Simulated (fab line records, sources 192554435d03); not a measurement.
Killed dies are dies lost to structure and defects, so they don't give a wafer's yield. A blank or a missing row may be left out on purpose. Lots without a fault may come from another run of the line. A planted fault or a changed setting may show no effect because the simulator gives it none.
A struck lot beside a sound one | flow n5_finfet | 42 steps out of a route of 1938
Sound: wafers L470.1, L470.3, L470.6. Struck: wafer L482.5. (L482.1, L482.6 of the same lot were not struck and are left out.) The cause comes at the end.
At each step with rows: each side's tool, then ch and its chambers, then its first start. Under that, the readings that differ: sound wafers | struck wafers | difference of the means | sigmas: that difference in standard deviations of wafers without a fault.
alike: readings whose means differ by less than 2 such deviations, and words and numbers that are the same on both sides. not compared: withheld readings, readings that some wafer has no value for, bounds like >300 that may hide the same value, and numbers for which the record gives no deviation and whose values overlap.
The two part at a step that has a row with sigmas, a row that says differs or no value, or rows on one side only. Numbers that don't overlap but have no deviation are shown without sigmas and don't part them. A reading that every wafer of one side lacks parts them only if that side has two wafers or more.

first, 3 steps without rows for these wafers: N5_BEOL_M3_STRIP_36 (strips in N2/H2); N5_BEOL_M3_TRENCH_ETCH_37 (etches SiOC in C4F6/O2, target depth 55.555 nm, time 29.2 s); N5_BEOL_M3_ETCH_41 (etches SiCN in CH3F/O2, target depth 29.9 nm, time 52.5 s).
N5_BEOL_M3_STRIP_97: strips in N2/H2, time 10 s.
  sound on rie_diel-06 ch 0,1,3; struck on rie_diel-01 ch 1
  reading               | sound          | struck | difference | sigmas
  oes_product_au (a.u.) | 0.90 0.84 0.86 | 0.70   | -0.17      | -2
  alike: bias_power_w, drypump_motor_current_A, rf_vpp_V, showerhead_plenum_p_Torr, throttle_valve_pct
  not compared: rf_hours_counter_h
N5_BEOL_M3_OCD_MEAS_38:
  sound on ocd-02, day 8 12:53; struck on ocd-01, day 10 21:59
  alike: trench_depth_nm
then, 4 steps without rows for these wafers: N5_BEOL_M3_HM_STRIP_39 (strips TiN in peroxide tin strip, target depth 25 nm, time 158 s); N5_BEOL_M3_SRD_40 (time 30 s); N5_BEOL_M3_PRECLEAN_42 (cleans in residue remover, time 60 s); N5_BEOL_M3_SRD_43 (time 30 s).
N5_BEOL_M3_CD_MEAS_35: target cd 18 nm, target cd y 21 nm.
  sound on cd_sem-03, day 8 13:02; struck on cd_sem-03, day 10 22:08
  alike: cd_nm
then, 2 steps without rows for these wafers: N5_BEOL_M3_DEGAS_44 (time 60 s); N5_BEOL_M3_PRE_CLEAN_45 (time 30 s).
N5_BEOL_M3_ALD_84: deposits TaN, pulse time 2 s, purge time 3 s, co reactant purge time 2 s.
  sound on ald_metal-04 ch 0,2, day 8 13:34; struck on ald_metal-04 ch 2, day 10 22:37
  alike: heater_power_w
then, 9 steps without rows for these wafers: N5_BEOL_M3_SURFACE_TREAT_85; N5_BEOL_M3_CVD_47 (deposits Co from CCTBA/H2, target thk 3 nm, time 223.8 s); N5_BEOL_M3_SPUTTER_48 (material Cu, target thk 4.5 nm, time 8.29 s); N5_BEOL_M3_ANNEAL_49 (time 240 s); N5_BEOL_M3_SPUTTER_79 (material Cu, target thk 4.5 nm, time 8.29 s); N5_BEOL_M3_ANNEAL_80 (time 240 s); N5_BEOL_M3_SPUTTER_81 (material Cu, target thk 4.5 nm, time 8.29 s); N5_BEOL_M3_ANNEAL_82 (time 240 s); N5_BEOL_M3_SPUTTER_86 (material Cu, target thk 4.5 nm, time 8.29 s).
N5_BEOL_M3_ANNEAL_87: time 240 s.
  sound on pvd_sputter-01, day 8 15:05; struck on pvd_sputter-02, day 10 23:58
  alike: heater_power_w
then, 7 steps without rows for these wafers: N5_BEOL_M3_SPUTTER_88 (material Cu, target thk 4.5 nm, time 8.29 s); N5_BEOL_M3_ANNEAL_89 (time 240 s); N5_BEOL_M3_SPUTTER_90 (material Cu, target thk 4.5 nm, time 8.29 s); N5_BEOL_M3_ANNEAL_91 (time 240 s); N5_BEOL_M3_SPUTTER_92 (material Cu, target thk 4.5 nm, time 8.29 s); N5_BEOL_M3_ANNEAL_93 (time 240 s); N5_BEOL_M3_SPUTTER_94 (material Cu, target thk 4.5 nm, time 8.29 s).
N5_BEOL_M3_ANNEAL_95: time 240 s.
  sound on pvd_sputter-01, day 8 15:58; struck on pvd_sputter-02, day 11 00:51
  alike: heater_power_w
then, 4 steps without rows for these wafers: N5_BEOL_M3_SPUTTER_96 (material Cu, target thk 4.5 nm, time 8.29 s); N5_BEOL_M3_ECD_50 (material Cu, target thk 300 nm); N5_BEOL_M3_ANNEAL_51 (time 90 s); N5_BEOL_M3_CMP_52 (polishes, stops on SiOC, t overpolish 6.8 s, target thk 40 nm).
N5_BEOL_M3_THK_MEAS_53: measures by xrf.
  sound on film_metro-02, day 8 16:54; struck on film_metro-02, day 11 01:47
  alike: M3_THK
N5_BEOL_M3_PRE_CLEAN_60: time 15 s.
  sound on cvd_co-02 ch 0,1, day 8 16:56; struck on cvd_co-02 ch 0, day 11 01:49
  alike: heater_power_w
then, 2 steps without rows for these wafers: N5_BEOL_M3_CO_CAP_55 (material Co, precursor CCTBA/H2, target thk 2 nm, time 102.1 s); N5_BEOL_M3_PRE_CLEAN_56 (time 15 s).
N5_BEOL_M3_DEP_57: deposits SiCN from 3MS/NH3, target thk 8 nm, time 14 s.
  sound on pecvd-03 ch 0,1,2, day 8 17:06; struck on pecvd-04 ch 0, day 11 01:58
  alike: showerhead_plenum_p_Torr, throttle_valve_pct
N5_BEOL_M3_RS_MEAS_58: measures by four-point-probe.
  sound on film_metro-02, day 8 17:10; struck on film_metro-02, day 11 02:02
  alike: M3_RS
-- the record jumps here: 5 days lie between the struck wafers' starts before and after (it left off in module BEOL_M3 and takes up again in module PASSIVATION, whose first step shown is number 1936 of the route) --
N5_PASSIVATION_PROBE_49:
  the record has rows for the struck wafers here (prober-01, day 16 02:17) and none for the sound ones

WHERE THEY PART
First at N5_BEOL_M3_STRIP_97; last, within this record, at N5_PASSIVATION_PROBE_49.

WHY: what the simulator had put in
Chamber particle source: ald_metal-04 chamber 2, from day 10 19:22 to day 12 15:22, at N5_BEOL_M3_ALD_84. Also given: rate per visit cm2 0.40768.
